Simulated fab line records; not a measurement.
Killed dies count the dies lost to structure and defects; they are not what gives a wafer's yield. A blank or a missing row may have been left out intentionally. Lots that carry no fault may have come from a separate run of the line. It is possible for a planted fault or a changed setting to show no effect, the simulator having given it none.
The tool behind it: which one? | flow n5_finfet | 33 wafers sampled from 11 lots at 1 step of a route of 1938

WHAT THE GAUGES READ, wafer by wafer
N5_BEOL_M7_INSPECT_30: inspects for defects (brightfield).
lot  | measured     | on                | raw_defect_count
L466 | day 10 00:43 | defect_inspect-02 | 390 487 412
L467 | day 10 11:16 | defect_inspect-01 | 277 277 366
L469 | day 11 01:23 | defect_inspect-02 | 563 475 440
L472 | day 11 12:38 | defect_inspect-02 | 476 520 535
L471 | day 11 23:43 | defect_inspect-02 | 369 283 352
L473 | day 12 11:46 | defect_inspect-01 | 514 324 429
L475 | day 12 23:46 | defect_inspect-02 | 370 455 343
L477 | day 13 10:50 | defect_inspect-01 | 588 501 493
L481 | day 13 21:34 | defect_inspect-01 | 337 327 346
L484 | day 14 20:25 | defect_inspect-01 | 411 476 421
L485 | day 15 23:23 | defect_inspect-01 | 455 389 416

EACH LOT AND THE TOOL THAT RAN IT (in order: tool; ch and the chambers of the sampled wafers; start)
The record shows no process step preceding these readings.

THE ANSWER, worked out from the rows above alone
Rule: the usual values come from the lots themselves. The widest of any qualifying gaps counts: lots, ordered by their means at a reading, are off when they make up no more than a third of the lots, leave a main group of 4 or more, and stand apart from it by 3 or more times the standard deviation of that group's means. Not used: any main group whose means are identical at the precision the tables above print for the reading. A lot without any number at a reading at which 4 lots or more have one is off too. Where the step has rows for the other lots, those lots are counted as sound.
No lot is off on any of the readings shown, so nothing can be concluded from this.

WHAT THE SIMULATOR PUT IN
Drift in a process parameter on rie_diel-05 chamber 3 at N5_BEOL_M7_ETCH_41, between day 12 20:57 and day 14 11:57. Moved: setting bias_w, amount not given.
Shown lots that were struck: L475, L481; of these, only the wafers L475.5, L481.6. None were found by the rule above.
